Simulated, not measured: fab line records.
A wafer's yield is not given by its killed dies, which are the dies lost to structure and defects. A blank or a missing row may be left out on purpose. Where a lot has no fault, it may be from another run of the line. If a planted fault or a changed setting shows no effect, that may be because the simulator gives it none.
The tool behind it: which one? / flow n5_finfet / 10 lots (30 wafers sampled), 1 step of a 1938-step route

== WHAT EACH GAUGE READ, for each wafer ==
N5_BEOL_M14_INSPECT_30: inspects for defects (macro).
lot=L314; measured=day 12 03:38; on=defect_inspect-02; raw_defect_count=4 2 4
lot=L315; measured=day 12 07:07; on=defect_inspect-01; raw_defect_count=2 1 1
lot=L316; measured=day 13 01:30; on=defect_inspect-02; raw_defect_count=4 4 2
lot=L317; measured=day 13 12:10; on=defect_inspect-02; raw_defect_count=0 2 2
lot=L325; measured=day 15 01:08; on=defect_inspect-02; raw_defect_count=3 1 4
lot=L329; measured=day 15 12:47; on=defect_inspect-02; raw_defect_count=5 0 6
lot=L327; measured=day 15 19:22; on=defect_inspect-01; raw_defect_count=3 3 2
lot=L330; measured=day 16 09:46; on=defect_inspect-01; raw_defect_count=0 2 0
lot=L334; measured=day 16 23:19; on=defect_inspect-02; raw_defect_count=1 1 0
lot=L336; measured=day 19 14:08; on=defect_inspect-02; raw_defect_count=4 1 1

== WHAT TOOL EACH LOT RAN ON (gives the tool, then ch and the chambers of the sampled wafers, and finally the start) ==
Before these readings, the record contains no process step.

== WHAT THE TOOLS THEMSELVES READ (means of the sampled wafers that have a number; where no wafer has one, the mark that the record gives instead) ==
The record holds no such reading with a usual standard deviation.

== THE ANSWER, worked out from the rows above alone ==
Rule: the usual values come from the lots themselves. Put in order of their means at a reading, lots are off if they are a third of the lots or fewer, leave a main group of 4 or more, and stand apart from it by a gap of 3 or more times the standard deviation of the main group's means; of several such gaps the widest counts. Not used: any main group whose means are identical at the precision the tables above print for the reading. Also off: a lot with no number at a reading for which 4 or more lots have one. Any other lot the step has rows for is counted as sound. The gauges are gone through in route order, then the tools' own readings, and for those a lot's mean is taken as printed above. The first step at which some lot is off is used, and at that step the reading that is off furthest; a lot without a number counts as furthest.
Nothing can be told from this: no lot is off at any reading shown.

== WHAT THE SIMULATOR HAD INSERTED ==
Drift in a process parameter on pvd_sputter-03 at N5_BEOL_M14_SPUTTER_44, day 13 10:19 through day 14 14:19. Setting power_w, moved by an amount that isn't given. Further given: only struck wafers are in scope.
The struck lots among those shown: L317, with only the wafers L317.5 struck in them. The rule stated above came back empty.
